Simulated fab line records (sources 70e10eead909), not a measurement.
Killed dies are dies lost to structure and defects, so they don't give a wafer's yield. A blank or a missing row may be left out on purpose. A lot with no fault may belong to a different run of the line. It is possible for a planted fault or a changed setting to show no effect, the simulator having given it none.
Which tool is to blame? -- flow nandHarc -- Sampling: 6 lots, 18 wafers, 2 of 1159 route steps

## WHAT EACH GAUGE READ, for each wafer
NHARC_P_ZERO_WELL_CD_MEAS_24: the cd target is 720 nm.
lot,measured,on,cdNm (nm)
L305,day 2 02:52,cdSem-02,722.4 721.1 718.5
L308,day 2 20:36,cdSem-01,718.7 721.2 722.3
L310,day 3 08:21,cdSem-03,634.7 638.0 637.6
L319,day 5 14:35,cdSem-03,723.9 719.3 719.3
L321,day 6 02:27,cdSem-01,721.9 721.0 715.4
L324,day 6 20:28,cdSem-02,720.4 714.7 718.9

## WHICH TOOL RAN EACH LOT (tool, then ch and the chambers of the sampled wafers, then the start)
lot,NHARC_P_ZERO_WELL_EXPOSE_21
L305,"krfScanner-01 ch 0, day 2 02:42"
L308,"krfScanner-03 ch 0, day 2 20:26"
L310,"krfScanner-03 ch 0, day 3 08:12"
L319,"krfScanner-03 ch 0, day 5 14:26"
L321,"krfScanner-04 ch 0, day 6 02:18"
L324,"krfScanner-01 ch 0, day 6 20:19"
- NHARC_P_ZERO_WELL_EXPOSE_21: exposes mask P NWELL, target cd 720 nm.

## THE ANSWER, worked out from the rows above alone
Rule: what is usual is taken from the lots themselves. The widest of any qualifying gaps counts: lots, ordered by their means at a reading, are off when they make up no more than a third of the lots, leave a main group of 4 or more, and stand apart from it by 3 or more times the standard deviation of that group's means. Not used: any main group whose means are identical at the precision the tables above print for the reading. Also off: a lot with no number at a reading for which 4 or more lots have one. The other lots that the step has rows for count as sound.
Off: L310, at NHARC_P_ZERO_WELL_CD_MEAS_24 (cdNm). Mean 719.9 nm and standard deviation 1.1 in the main group.
A tool fits if, at a process step before that reading, it ran every lot that is off, and no sound lot after the first of them. The gauges at NHARC_P_ZERO_WELL_CD_MEAS_24 are tried like those tools. No candidate that was tried fits.

## WHAT WAS PUT IN BY THE SIMULATOR
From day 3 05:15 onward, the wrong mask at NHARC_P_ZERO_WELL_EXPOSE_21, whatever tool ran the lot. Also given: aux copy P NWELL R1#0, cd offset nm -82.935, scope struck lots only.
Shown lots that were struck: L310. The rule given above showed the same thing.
